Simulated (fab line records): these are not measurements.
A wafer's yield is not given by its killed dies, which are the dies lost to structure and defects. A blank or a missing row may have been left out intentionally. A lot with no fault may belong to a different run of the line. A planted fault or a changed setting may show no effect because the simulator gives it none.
Split-lot experiment    flow n5 finfet    route with 1938 steps; 7 lots, 21 wafers read

== THE SPLIT ==
At N5_BEOL_M1_HM_DEP_02 (deposits TiN, target thk 20 nm), the setting target thk a was moved away from the recipe's 200 angstrom on 7 of the 21 wafers read, by -9.2% to +12.8%. For the rest of the wafers, this setting stayed at what the recipe calls for.

== FROM THE SPLIT TO THE READING: what the file shows between them, 10 steps ==
- N5_BEOL_M1_COAT_62: time 60 s, resist thk 12 nm (also split here: spin rpm)
- N5_BEOL_M1_COAT_73: time 60 s, resist thk 5 nm
- N5_BEOL_M1_COAT_05: resist thk 30 nm
- N5_BEOL_M1_DESCUM_16: chemistry O2, time 7 s
- N5_BEOL_M1_ETCH_74: etches underlayer in N2/H2, target depth 6.5 nm, time 5.2 s
- N5_BEOL_M1_ETCH_63: etches SiARC in CF4, target depth 15.6 nm, time 26 s
- N5_BEOL_M1_ETCH_64: etches SOC in N2/H2, target depth 75 nm, overetch 15 nm, time 112.5 s
- N5_BEOL_M1_STRIP_65: strips in N2/H2
- N5_BEOL_M1_STRIP_75: strips in N2/H2
- N5_BEOL_M1_STRIP_66: strips in CF4

== THE READING ==
etch.depth nm (the simulator's own value, which no gauge read), in nm, at N5_BEOL_M1_HM_OPEN_17 (chemistry Cl2/BCl3, target TiN, target depth 20 nm, overetch 6 nm). The file gives no usual value for it. Here, 14 wafers ran the recipe; their average is 20.09 nm with a standard deviation of 0.22 nm.

wafer   tool, chamber at the split  target thk a as run, angstrom  against the recipe  etch.depth nm, nm  against lot-mates on the recipe
L080.1  pvd sputter-01, -           200                            recipe              20.09              -
L080.3  pvd sputter-01, -           200                            recipe              20.03              -
L080.6  pvd sputter-01, -           200                            recipe              20.07              -
L082.2  pvd sputter-03, -           181.7                          -9.2%               18.03              -1.51
L082.4  pvd sputter-03, -           200                            recipe              19.54              -
L082.6  pvd sputter-03, -           181.7                          -9.2%               18.14              -1.40
L083.2  pvd sputter-01, -           225.6                          +12.8%              22.49              +2.48
L083.3  pvd sputter-01, -           225.6                          +12.8%              22.51              +2.50
L083.5  pvd sputter-01, -           200                            recipe              20.01              -
L084.3  pvd sputter-02, -           200                            recipe              20.35              -
L084.4  pvd sputter-02, -           200                            recipe              20.47              -
L084.5  pvd sputter-02, -           200                            recipe              20.29              -
L088.1  pvd sputter-01, -           200                            recipe              20.16              -
L088.3  pvd sputter-01, -           200                            recipe              20.29              -
L088.5  pvd sputter-01, -           214.8                          +7.4%               21.55              +1.32
L097.1  pvd sputter-03, -           200                            recipe              20.17              -
L097.4  pvd sputter-03, -           218.3                          +9.2%               21.51              +1.34
L097.6  pvd sputter-03, -           218.3                          +9.2%               21.53              +1.36
L096.1  pvd sputter-03, -           200                            recipe              19.89              -
L096.2  pvd sputter-03, -           200                            recipe              19.94              -
L096.5  pvd sputter-03, -           200                            recipe              20.01              -

FIT RESULTS
A straight line over all 21 wafers: etch.depth nm changes by +0.191 nm for each +1% of target thk a; r = +0.98; the points scatter about the line by 0.23 nm.
The same after taking each lot's own level away (the mean of its wafers on the recipe; 21 wafers): +0.173 nm for each +1%; r = +0.99; scatter 0.13 nm.
That fit puts the effect of the largest move of target thk a on the reading at 2.2 nm.
The lots' own levels span 19.540 to 20.370 nm, that is 3.8 times the standard deviation above.
So the slope is not independent of the lot-to-lot level: the two fits are not the same.
Check: for one of the wafers moved furthest among these (+12.8%), held out of the fit, the line's prediction against its lot-mates is +2.16 nm. It came out at +2.48 nm against them.

== THESE WAFERS: OTHER SPLITS ==
Note: prior to the reading, these wafers also went through further splits. Each is held against what the fit with the lots' levels taken away leaves over:
other split on the same wafers            wafers away from the commonest value  r with etch.depth nm (lot level and that fit taken away)
N5_GATE_CUT_ETCH_36 cf4 flow sccm         8                                     +0.25
N5_MOL_CONTACT_COAG_ALD_27 ald cycles     4                                     +0.10
N5_MOL_CONTACT_COAG_PECVD_31 temp c       4                                     +0.06
N5_MOL_CONTACT_COAG_CVD_140 target thk a  8                                     +0.31
N5_BEOL_M0_SAQP_PECVD_96 time s           6                                     -0.33
N5_BEOL_M0_SAQP_STRIP_86 h2 flow sccm     4                                     -0.04
N5_BEOL_M1_COAT_62 spin rpm               5                                     -0.06

== THE WHOLE CHAIN: every reading that the file lists as answering this split, in the file's order ==
step                   what it does                                                       reading                                                                           change (the file's fit)                r (the file's)
N5_BEOL_M1_HM_DEP_02   deposits TiN, target thk 20 nm                                     TiN_of_BEOL_M1_HM_DEP_02.thk nm (the simulator's own value, which no gauge read)  +0.178 nm for each +1% of the setting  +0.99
N5_BEOL_M1_HM_OPEN_17  chemistry Cl2/BCl3, target TiN, target depth 20 nm, overetch 6 nm  etch.depth nm (the simulator's own value, which no gauge read)                    +0.175 nm for each +1% of the setting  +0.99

== THE FILE'S OWN FIT ==
etch.depth nm changes by +0.175 nm for each +1% of target thk a, r = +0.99.
